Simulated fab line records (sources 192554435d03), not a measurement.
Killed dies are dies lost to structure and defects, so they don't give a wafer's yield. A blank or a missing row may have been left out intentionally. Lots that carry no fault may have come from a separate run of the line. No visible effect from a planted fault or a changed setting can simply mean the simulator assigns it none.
Problem report in the 8D (eight disciplines) form, filled by code -- flow n5 finfet -- the parts of the form that need people (team, actions taken, sign-off) are left out

## 1. WHAT IS WRONG
raw defect count at N5_BEOL_M3_INSPECT_59 reads a mean of 424 on 2 wafers of 2 lots; wafers without a fault read 82 with a standard deviation of 24. Measured from the usual mean, that is +14 standard deviations.
The step: inspects for defects (darkfield).
Earliest sighting: wafer L599.3 on defect inspect-01 at day 13 19:19. The record holds 26 wafers of 9 lots with a number at this step. Rule for "out", or "out of limits": more than 4 standard deviations from the usual mean. All remaining wafers that have a number are taken as sound.

## 2. WHAT IT IS, AND WHAT IT ISN'T
question,is,is not
which readings at this step,raw defect count,-
which lots,"L598, L599","L576, L578, L580, L584, L586, L587, L590"
which wafers of those lots,"L598.6, L599.3","L598.4, L598.5, L599.6"
read on which gauges,defect inspect-01,defect inspect-02
when,from day 13 19:19,up to then (22 sound wafers); but 2 sound wafers of L598 came after

## 3. WHAT RULES OUT EACH SUSPECT
Counting: if a tool at a process step up to the reading ran every lot that is out, it stays a suspect. Sound lots after the first of them don't rule it out here, since some wafers of a struck lot are sound.
- the gauge at N5_BEOL_M3_INSPECT_59 is ruled out. All the wafers that are out were read on defect inspect-01, but those of them that N5_PASSIVATION_PROBE_49 has rows for are out there too, on other tools.
- rtp anneal-02 at N5_BEOL_M3_ANNEAL_51 (time 90 s): kept. It ran every lot that is out, first L599 (day 13 18:31); its last sound lot up to then is L586 (day 10 10:57).
- cvd co-01 at N5_BEOL_M3_CO_CAP_55 (material Co, precursor CCTBA/H2, target thk 2 nm, time 102.1 s): kept. It ran every lot that is out, first L599 (day 13 19:06); its last sound lot up to then is L590 (day 11 18:17).
- Within cvd co-01 at N5_BEOL_M3_CO_CAP_55: the wafers that are out ran in chamber 1; their sound lot-mates ran in chambers 0, 2.
The count leaves cvd co-01 at N5_BEOL_M3_CO_CAP_55 and rtp anneal-02 at N5_BEOL_M3_ANNEAL_51.

## 4. THE CAUSE (what the simulator had put in)
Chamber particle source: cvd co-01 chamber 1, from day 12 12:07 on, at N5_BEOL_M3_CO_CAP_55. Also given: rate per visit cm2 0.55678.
Counting left 2 suspects, and this tool is among them.

## 5. THE CHAIN OF EFFECTS, in route order
Each row: a reading whose mean over the struck wafers that have a number lies more than 3 standard deviations from the usual. Readings are gone through only where the record gives a usual standard deviation; hours: the median, over the lots, of the time from a lot's start at the first step in this table giving one to that lot's start at this step; sigmas: the change measured in usual standard deviations.
hours,step,reading,usual,on struck wafers,change,sigmas
0,N5_BEOL_M3_INSPECT_59,raw defect count,82,424,+342,+14
2,N5_BEOL_M4_INSPECT_13,raw defect count,455,810,+354,+4.2
3,N5_BEOL_M4_INSPECT_30,raw defect count,456,796,+340,+4.1
128,N5_PASSIVATION_PROBE_49,defect limited yield,91.2 %,81.7,-9.5,-6.8
128,N5_PASSIVATION_PROBE_49,killed_at_M0_to_M3,34,143,+109,+11
128,N5_PASSIVATION_PROBE_49,killed dies,104,216,+112,+7.0
128,N5_PASSIVATION_PROBE_49,sort_bin_5_function,5.1 %,11.2,+6.1,+6.7
128,N5_PASSIVATION_PROBE_49,sort_bin_6_memory,3.3 %,5.6,+2.3,+3.3
128,N5_PASSIVATION_PROBE_49,sort n pass,1076,964,-112,-7.0
128,N5_PASSIVATION_PROBE_49,sort yield pct,91.2 %,81.7,-9.5,-6.8
It contains these process steps:
- N5_PASSIVATION_PROBE_49
Later steps that measure or inspect, where all struck wafers having a row at the step show a number for every such reading and not one has moved that far: N5_BEOL_M4_RC_MEAS_101.

## 6. WHAT WOULD HAVE CAUGHT IT SOONER
Counted from the fault's start at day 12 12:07, it took 31 hours until the first out-of-limits reading at a measuring or inspecting step in this record, taken at day 13 19:19.
Of the tool readings at N5_BEOL_M3_CO_CAP_55 for which the record gives a usual standard deviation, none was out on any struck wafer, so an alarm limit of 4 standard deviations on them would not have fired.
L598, from the lots that are out (2), started N5_BEOL_M3_CO_CAP_55 on cvd co-01 later than day 13 19:19. Had the tool been put on hold then, it would have been spared.
